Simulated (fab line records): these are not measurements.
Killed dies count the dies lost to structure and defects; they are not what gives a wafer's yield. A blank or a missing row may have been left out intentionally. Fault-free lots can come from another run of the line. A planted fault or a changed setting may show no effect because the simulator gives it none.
Which of the tools did it? || flow nand harc || Sampling: 16 lots, 48 wafers, 3 of 1302 route steps

WHAT THE GAUGES SHOWED, per wafer
NHARC_A_CHANNEL_HOLE_D1_CD_MEAS_18. Usual: cd nm 99.3 nm, standard deviation 2.4.
{"lot": "L910", "measured": "day 8 17:16", "on": "cd sem-01", "cd nm (nm)": "103.0 100.4 98.0", "flag": ""}
{"lot": "L912", "measured": "day 9 01:07", "on": "cd sem-03", "cd nm (nm)": "92.8 99.5 99.7", "flag": ""}
{"lot": "L911", "measured": "day 9 02:36", "on": "cd sem-01", "cd nm (nm)": "94.3 99.7 96.0", "flag": ""}
{"lot": "L913", "measured": "day 9 20:26", "on": "cd sem-03", "cd nm (nm)": "96.0 101.3 98.6", "flag": ""}
{"lot": "L914", "measured": "day 10 04:25", "on": "cd sem-03", "cd nm (nm)": "104.8 96.5 98.7", "flag": ""}
{"lot": "L916", "measured": "day 10 23:52", "on": "cd sem-01", "cd nm (nm)": "101.1 103.0 96.9", "flag": ""}
{"lot": "L917", "measured": "day 11 15:40", "on": "cd sem-03", "cd nm (nm)": "97.5 102.2 100.4", "flag": ""}
{"lot": "L918", "measured": "day 11 20:04", "on": "cd sem-02", "cd nm (nm)": "105.5 106.4 102.4", "flag": ""}
{"lot": "L921", "measured": "day 13 02:22", "on": "cd sem-02", "cd nm (nm)": "96.2 100.5 98.1", "flag": ""}
{"lot": "L922", "measured": "day 13 08:50", "on": "cd sem-02", "cd nm (nm)": "98.4 100.8 99.7", "flag": ""}
{"lot": "L923", "measured": "day 13 18:49", "on": "cd sem-03", "cd nm (nm)": "96.8 100.1 95.8", "flag": ""}
{"lot": "L924", "measured": "day 14 23:23", "on": "cd sem-02", "cd nm (nm)": "98.6 100.3 99.7", "flag": ""}
{"lot": "L926", "measured": "day 15 03:42", "on": "cd sem-02", "cd nm (nm)": "100.2 98.1 98.6", "flag": ""}
{"lot": "L927", "measured": "day 15 15:32", "on": "cd sem-02", "cd nm (nm)": "97.2 102.8 99.3", "flag": ""}
{"lot": "L928", "measured": "day 16 06:10", "on": "cd sem-03", "cd nm (nm)": "96.6 100.2 97.0", "flag": ""}
{"lot": "L931", "measured": "day 17 06:43", "on": "cd sem-01", "cd nm (nm)": "94.5 94.7 98.9", "flag": ""}

TOOL THAT RAN EACH LOT (tool first, then ch and the chambers of the sampled wafers, then the start)
{"lot": "L910", "NHARC_A_CHANNEL_HOLE_D1_ETCH_39": "rie diel-01 ch 0,2,3, day 8 16:15", "NHARC_A_CHANNEL_HOLE_D1_ETCH_34": "rie diel-01 ch 0,2,3, day 8 17:16 or earlier"}
{"lot": "L912", "NHARC_A_CHANNEL_HOLE_D1_ETCH_39": "rie diel-01 ch 0,1,2, day 9 00:12", "NHARC_A_CHANNEL_HOLE_D1_ETCH_34": "rie diel-01 ch 0,1,3, day 9 01:07 or earlier"}
{"lot": "L911", "NHARC_A_CHANNEL_HOLE_D1_ETCH_39": "rie diel-01 ch 0,1,3, day 9 01:29", "NHARC_A_CHANNEL_HOLE_D1_ETCH_34": "rie diel-01 ch 0,1,3, day 9 02:36 or earlier"}
{"lot": "L913", "NHARC_A_CHANNEL_HOLE_D1_ETCH_39": "rie diel-02 ch 0,2,3, day 9 19:28", "NHARC_A_CHANNEL_HOLE_D1_ETCH_34": "rie diel-02 ch 0,3, day 9 20:26 or earlier"}
{"lot": "L914", "NHARC_A_CHANNEL_HOLE_D1_ETCH_39": "rie diel-01 ch 0,1,2, day 10 03:32", "NHARC_A_CHANNEL_HOLE_D1_ETCH_34": "rie diel-01 ch 2,3, day 10 04:25 or earlier"}
{"lot": "L916", "NHARC_A_CHANNEL_HOLE_D1_ETCH_39": "rie diel-01 ch 0,1, day 10 22:56", "NHARC_A_CHANNEL_HOLE_D1_ETCH_34": "rie diel-01 ch 0,1,2, day 10 23:52 or earlier"}
{"lot": "L917", "NHARC_A_CHANNEL_HOLE_D1_ETCH_39": "rie diel-01 ch 0,2,3, day 11 14:49", "NHARC_A_CHANNEL_HOLE_D1_ETCH_34": "rie diel-01 ch 1,2, day 11 15:40 or earlier"}
{"lot": "L918", "NHARC_A_CHANNEL_HOLE_D1_ETCH_39": "rie diel-01 ch 0,3, day 11 19:08", "NHARC_A_CHANNEL_HOLE_D1_ETCH_34": "rie diel-01 ch 0,2,3, day 11 20:04 or earlier"}
{"lot": "L921", "NHARC_A_CHANNEL_HOLE_D1_ETCH_39": "rie diel-01 ch 0,1,2, day 13 01:28", "NHARC_A_CHANNEL_HOLE_D1_ETCH_34": "rie diel-01 ch 0,2,3, day 13 02:22 or earlier"}
{"lot": "L922", "NHARC_A_CHANNEL_HOLE_D1_ETCH_39": "rie diel-01 ch 0,2,3, day 13 07:55", "NHARC_A_CHANNEL_HOLE_D1_ETCH_34": "rie diel-01 ch 1,2,3, day 13 08:50 or earlier"}
{"lot": "L923", "NHARC_A_CHANNEL_HOLE_D1_ETCH_39": "rie diel-01 ch 1,2,3, day 13 17:57", "NHARC_A_CHANNEL_HOLE_D1_ETCH_34": "rie diel-01 ch 1,2,3, day 13 18:49 or earlier"}
{"lot": "L924", "NHARC_A_CHANNEL_HOLE_D1_ETCH_39": "rie diel-01 ch 0,1,2, day 14 22:28", "NHARC_A_CHANNEL_HOLE_D1_ETCH_34": "rie diel-01 ch 2,3, day 14 23:23 or earlier"}
{"lot": "L926", "NHARC_A_CHANNEL_HOLE_D1_ETCH_39": "rie diel-01 ch 0,1,3, day 15 02:46", "NHARC_A_CHANNEL_HOLE_D1_ETCH_34": "rie diel-01 ch 1,2,3, day 15 03:42 or earlier"}
{"lot": "L927", "NHARC_A_CHANNEL_HOLE_D1_ETCH_39": "rie diel-08 ch 2,3, day 15 14:31", "NHARC_A_CHANNEL_HOLE_D1_ETCH_34": "rie diel-08 ch 0,2, day 15 15:32 or earlier"}
{"lot": "L928", "NHARC_A_CHANNEL_HOLE_D1_ETCH_39": "rie diel-01 ch 0,1,2, day 16 05:13", "NHARC_A_CHANNEL_HOLE_D1_ETCH_34": "rie diel-01 ch 0,3, day 16 06:10 or earlier"}
{"lot": "L931", "NHARC_A_CHANNEL_HOLE_D1_ETCH_39": "rie diel-02 ch 0,2,3, day 17 05:49", "NHARC_A_CHANNEL_HOLE_D1_ETCH_34": "rie diel-02 ch 0,1, day 17 06:43 or earlier"}
- NHARC_A_CHANNEL_HOLE_D1_ETCH_39: etches the open film in N2/H2, target depth 260 nm, time 325 s.
- NHARC_A_CHANNEL_HOLE_D1_ETCH_34: etches the open film in CF4/CHF3, target depth 154 nm, time 77 s.

AS READ BY THE TOOLS THEMSELVES (means over the sampled wafers that have a number; for cases with no such wafer, the mark the record gives instead)
NHARC_A_CHANNEL_HOLE_D1_ETCH_39. Usual: chamber pressure mTorr is 30.001 mTorr with standard deviation 0.027, drypump motor current A is 5.9 A with standard deviation 0.4, oes product au is 1.001 a.u. with standard deviation 0.0075, rf vpp V is 430.1 V with standard deviation 1.7, run length s is 346.0 s with standard deviation 0.43, showerhead plenum p Torr is 2.03 Torr with standard deviation 0.056, and throttle valve pct is 14.172 % with standard deviation 0.0093.
{"lot": "L910", "tool": "rie diel-01", "chamber pressure mTorr (mTorr)": 30.013, "drypump motor current A (A)": 6.1, "oes product au (a.u.)": 1.011, "rf vpp V (V)": 430.3, "run length s (s)": 345.9, "showerhead plenum p Torr (Torr)": 2.04, "throttle valve pct (%)": 14.178, "flag": ""}
{"lot": "L912", "tool": "rie diel-01", "chamber pressure mTorr (mTorr)": 29.986, "drypump motor current A (A)": 6.1, "oes product au (a.u.)": 1.002, "rf vpp V (V)": 430.0, "run length s (s)": 345.7, "showerhead plenum p Torr (Torr)": 2.05, "throttle valve pct (%)": 14.177, "flag": ""}
{"lot": "L911", "tool": "rie diel-01", "chamber pressure mTorr (mTorr)": 30.020, "drypump motor current A (A)": 5.9, "oes product au (a.u.)": 1.004, "rf vpp V (V)": 430.0, "run length s (s)": 345.9, "showerhead plenum p Torr (Torr)": 2.01, "throttle valve pct (%)": 14.173, "flag": ""}
{"lot": "L913", "tool": "rie diel-02", "chamber pressure mTorr (mTorr)": 29.983, "drypump motor current A (A)": 5.2, "oes product au (a.u.)": 1.000, "rf vpp V (V)": 431.5, "run length s (s)": 346.1, "showerhead plenum p Torr (Torr)": 2.07, "throttle valve pct (%)": 14.175, "flag": ""}
{"lot": "L914", "tool": "rie diel-01", "chamber pressure mTorr (mTorr)": 30.002, "drypump motor current A (A)": 6.1, "oes product au (a.u.)": 1.006, "rf vpp V (V)": 429.7, "run length s (s)": 345.7, "showerhead plenum p Torr (Torr)": 2.05, "throttle valve pct (%)": 14.179, "flag": ""}
{"lot": "L916", "tool": "rie diel-01", "chamber pressure mTorr (mTorr)": 29.978, "drypump motor current A (A)": 6.1, "oes product au (a.u.)": 1.002, "rf vpp V (V)": 429.3, "run length s (s)": 345.7, "showerhead plenum p Torr (Torr)": 2.01, "throttle valve pct (%)": 14.169, "flag": ""}
{"lot": "L917", "tool": "rie diel-01", "chamber pressure mTorr (mTorr)": 29.976, "drypump motor current A (A)": 6.1, "oes product au (a.u.)": 1.002, "rf vpp V (V)": 430.9, "run length s (s)": 346.1, "showerhead plenum p Torr (Torr)": 2.04, "throttle valve pct (%)": 14.168, "flag": ""}
{"lot": "L918", "tool": "rie diel-01", "chamber pressure mTorr (mTorr)": 29.990, "drypump motor current A (A)": 6.1, "oes product au (a.u.)": 0.996, "rf vpp V (V)": 429.6, "run length s (s)": 345.8, "showerhead plenum p Torr (Torr)": 2.01, "throttle valve pct (%)": 14.178, "flag": ""}
{"lot": "L921", "tool": "rie diel-01", "chamber pressure mTorr (mTorr)": 30.020, "drypump motor current A (A)": 6.1, "oes product au (a.u.)": 1.005, "rf vpp V (V)": 430.4, "run length s (s)": 345.6, "showerhead plenum p Torr (Torr)": 2.04, "throttle valve pct (%)": 14.174, "flag": ""}
{"lot": "L922", "tool": "rie diel-01", "chamber pressure mTorr (mTorr)": 29.985, "drypump motor current A (A)": 6.1, "oes product au (a.u.)": 1.004, "rf vpp V (V)": 430.4, "run length s (s)": 345.8, "showerhead plenum p Torr (Torr)": 2.04, "throttle valve pct (%)": 14.172, "flag": ""}
{"lot": "L923", "tool": "rie diel-01", "chamber pressure mTorr (mTorr)": 29.977, "drypump motor current A (A)": 5.9, "oes product au (a.u.)": 1.002, "rf vpp V (V)": 430.3, "run length s (s)": 263.7, "showerhead plenum p Torr (Torr)": 2.03, "throttle valve pct (%)": 14.166, "flag": "OFF"}
{"lot": "L924", "tool": "rie diel-01", "chamber pressure mTorr (mTorr)": 29.994, "drypump motor current A (A)": 6.1, "oes product au (a.u.)": 0.999, "rf vpp V (V)": 429.6, "run length s (s)": 263.0, "showerhead plenum p Torr (Torr)": 2.04, "throttle valve pct (%)": 14.167, "flag": "OFF"}
{"lot": "L926", "tool": "rie diel-01", "chamber pressure mTorr (mTorr)": 30.020, "drypump motor current A (A)": 6.0, "oes product au (a.u.)": 1.010, "rf vpp V (V)": 429.5, "run length s (s)": 263.5, "showerhead plenum p Torr (Torr)": 2.00, "throttle valve pct (%)": 14.170, "flag": "OFF"}
{"lot": "L927", "tool": "rie diel-08", "chamber pressure mTorr (mTorr)": 29.976, "drypump motor current A (A)": 5.3, "oes product au (a.u.)": 1.002, "rf vpp V (V)": 430.3, "run length s (s)": 346.2, "showerhead plenum p Torr (Torr)": 2.07, "throttle valve pct (%)": 14.174, "flag": ""}
{"lot": "L928", "tool": "rie diel-01", "chamber pressure mTorr (mTorr)": 30.026, "drypump motor current A (A)": 6.1, "oes product au (a.u.)": 0.993, "rf vpp V (V)": 429.8, "run length s (s)": 263.1, "showerhead plenum p Torr (Torr)": 2.04, "throttle valve pct (%)": 14.165, "flag": "OFF"}
{"lot": "L931", "tool": "rie diel-02", "chamber pressure mTorr (mTorr)": 29.977, "drypump motor current A (A)": 5.2, "oes product au (a.u.)": 0.994, "rf vpp V (V)": 430.6, "run length s (s)": 346.1, "showerhead plenum p Torr (Torr)": 2.05, "throttle valve pct (%)": 14.161, "flag": ""}

NHARC_A_CHANNEL_HOLE_D1_ETCH_34. Usual: chamber pressure mTorr is 25.002 mTorr with standard deviation 0.021, drypump motor current A is 5.9 A with standard deviation 0.41, oes product au is 0.941 a.u. with standard deviation 0.023, rf vpp V is 370.4 V with standard deviation 1.7, run length s is 98.0 s with standard deviation 0.5, showerhead plenum p Torr is 1.57 Torr with standard deviation 0.04, and throttle valve pct is 16.801 % with standard deviation 0.0095.
{"lot": "L910", "tool": "rie diel-01", "chamber pressure mTorr (mTorr)": 25.019, "drypump motor current A (A)": 6.1, "oes product au (a.u.)": 0.925, "rf vpp V (V)": 371.1, "run length s (s)": 97.9, "showerhead plenum p Torr (Torr)": 1.57, "throttle valve pct (%)": 16.810, "flag": ""}
{"lot": "L912", "tool": "rie diel-01", "chamber pressure mTorr (mTorr)": 25.009, "drypump motor current A (A)": 5.9, "oes product au (a.u.)": 0.977, "rf vpp V (V)": 370.1, "run length s (s)": 97.7, "showerhead plenum p Torr (Torr)": 1.55, "throttle valve pct (%)": 16.795, "flag": ""}
{"lot": "L911", "tool": "rie diel-01", "chamber pressure mTorr (mTorr)": 25.000, "drypump motor current A (A)": 5.9, "oes product au (a.u.)": 0.922, "rf vpp V (V)": 369.8, "run length s (s)": 97.8, "showerhead plenum p Torr (Torr)": 1.55, "throttle valve pct (%)": 16.799, "flag": ""}
{"lot": "L913", "tool": "rie diel-02", "chamber pressure mTorr (mTorr)": 24.998, "drypump motor current A (A)": 5.0, "oes product au (a.u.)": 0.922, "rf vpp V (V)": 370.9, "run length s (s)": 98.4, "showerhead plenum p Torr (Torr)": 1.58, "throttle valve pct (%)": 16.804, "flag": ""}
{"lot": "L914", "tool": "rie diel-01", "chamber pressure mTorr (mTorr)": 25.022, "drypump motor current A (A)": 6.0, "oes product au (a.u.)": 0.971, "rf vpp V (V)": 369.7, "run length s (s)": 98.2, "showerhead plenum p Torr (Torr)": 1.57, "throttle valve pct (%)": 16.799, "flag": ""}
{"lot": "L916", "tool": "rie diel-01", "chamber pressure mTorr (mTorr)": 24.994, "drypump motor current A (A)": 6.1, "oes product au (a.u.)": 0.948, "rf vpp V (V)": 369.9, "run length s (s)": 97.6, "showerhead plenum p Torr (Torr)": 1.58, "throttle valve pct (%)": 16.800, "flag": ""}
{"lot": "L917", "tool": "rie diel-01", "chamber pressure mTorr (mTorr)": 25.021, "drypump motor current A (A)": 5.9, "oes product au (a.u.)": 0.983, "rf vpp V (V)": 370.4, "run length s (s)": 97.6, "showerhead plenum p Torr (Torr)": 1.57, "throttle valve pct (%)": 16.794, "flag": ""}
{"lot": "L918", "tool": "rie diel-01", "chamber pressure mTorr (mTorr)": 25.004, "drypump motor current A (A)": 6.1, "oes product au (a.u.)": 0.969, "rf vpp V (V)": 370.5, "run length s (s)": 97.8, "showerhead plenum p Torr (Torr)": 1.57, "throttle valve pct (%)": 16.797, "flag": ""}
{"lot": "L921", "tool": "rie diel-01", "chamber pressure mTorr (mTorr)": 25.000, "drypump motor current A (A)": 6.1, "oes product au (a.u.)": 0.926, "rf vpp V (V)": 370.7, "run length s (s)": 97.8, "showerhead plenum p Torr (Torr)": 1.57, "throttle valve pct (%)": 16.806, "flag": ""}
{"lot": "L922", "tool": "rie diel-01", "chamber pressure mTorr (mTorr)": 25.001, "drypump motor current A (A)": 5.9, "oes product au (a.u.)": 0.926, "rf vpp V (V)": 370.0, "run length s (s)": 97.9, "showerhead plenum p Torr (Torr)": 1.57, "throttle valve pct (%)": 16.796, "flag": ""}
{"lot": "L923", "tool": "rie diel-01", "chamber pressure mTorr (mTorr)": 24.996, "drypump motor current A (A)": 6.0, "oes product au (a.u.)": 0.927, "rf vpp V (V)": 370.5, "run length s (s)": 98.0, "showerhead plenum p Torr (Torr)": 1.57, "throttle valve pct (%)": 16.808, "flag": ""}
{"lot": "L924", "tool": "rie diel-01", "chamber pressure mTorr (mTorr)": 24.994, "drypump motor current A (A)": 5.9, "oes product au (a.u.)": 0.923, "rf vpp V (V)": 369.9, "run length s (s)": 98.0, "showerhead plenum p Torr (Torr)": 1.56, "throttle valve pct (%)": 16.800, "flag": ""}
{"lot": "L926", "tool": "rie diel-01", "chamber pressure mTorr (mTorr)": 24.999, "drypump motor current A (A)": 5.9, "oes product au (a.u.)": 0.928, "rf vpp V (V)": 370.4, "run length s (s)": 97.8, "showerhead plenum p Torr (Torr)": 1.57, "throttle valve pct (%)": 16.805, "flag": ""}
{"lot": "L927", "tool": "rie diel-08", "chamber pressure mTorr (mTorr)": 25.014, "drypump motor current A (A)": 5.1, "oes product au (a.u.)": 0.930, "rf vpp V (V)": 371.8, "run length s (s)": 98.4, "showerhead plenum p Torr (Torr)": 1.59, "throttle valve pct (%)": 16.805, "flag": ""}
{"lot": "L928", "tool": "rie diel-01", "chamber pressure mTorr (mTorr)": 25.008, "drypump motor current A (A)": 6.1, "oes product au (a.u.)": 0.926, "rf vpp V (V)": 369.0, "run length s (s)": 97.8, "showerhead plenum p Torr (Torr)": 1.55, "throttle valve pct (%)": 16.802, "flag": ""}
{"lot": "L931", "tool": "rie diel-02", "chamber pressure mTorr (mTorr)": 25.004, "drypump motor current A (A)": 5.3, "oes product au (a.u.)": 0.913, "rf vpp V (V)": 372.9, "run length s (s)": 98.7, "showerhead plenum p Torr (Torr)": 1.65, "throttle valve pct (%)": 16.797, "flag": ""}

THE ANSWER, worked out from the rows above alone
Rule: a lot counts as off when the mean over its wafers that have a number is more than 3 standard deviations away from the usual mean. Also off: a lot with no number at a reading for which 4 or more lots have one. Any other lot the step has rows for is counted as sound. Order of review: gauges by route order, followed by the tools' own readings, for which a lot's mean as printed above is used. At the first step where some lot is off, the reading lying furthest off is the one used; lots without a number count as furthest.
Off: L923, L924, L926, L928 (NHARC_A_CHANNEL_HOLE_D1_ETCH_39, run length s).
A tool fits if, at that step or a process step before it, it ran every lot that is off, and no sound lot after the first of them. One candidate fits, namely rie diel-01 at NHARC_A_CHANNEL_HOLE_D1_ETCH_39. Its last sound lot is L922 (day 13 07:55), its first lot that is off L923 (day 13 17:57): a fault that began between those two fits.
The tool's own readings at NHARC_A_CHANNEL_HOLE_D1_ETCH_39 bear it out: on the lots that are off they differ by more than 5 times the standard deviation of the sound lots' means. run length s reads 263.3 s there against 345.9 s on the sound lots.

WHAT THE SIMULATOR HAD PUT IN
Process parameters drifting: rie diel-01 at NHARC_A_CHANNEL_HOLE_D1_ETCH_39, beginning at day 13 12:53. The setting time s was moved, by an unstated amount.
Shown lots that were struck: L923, L924, L926, L928. Same finding as the rule above.
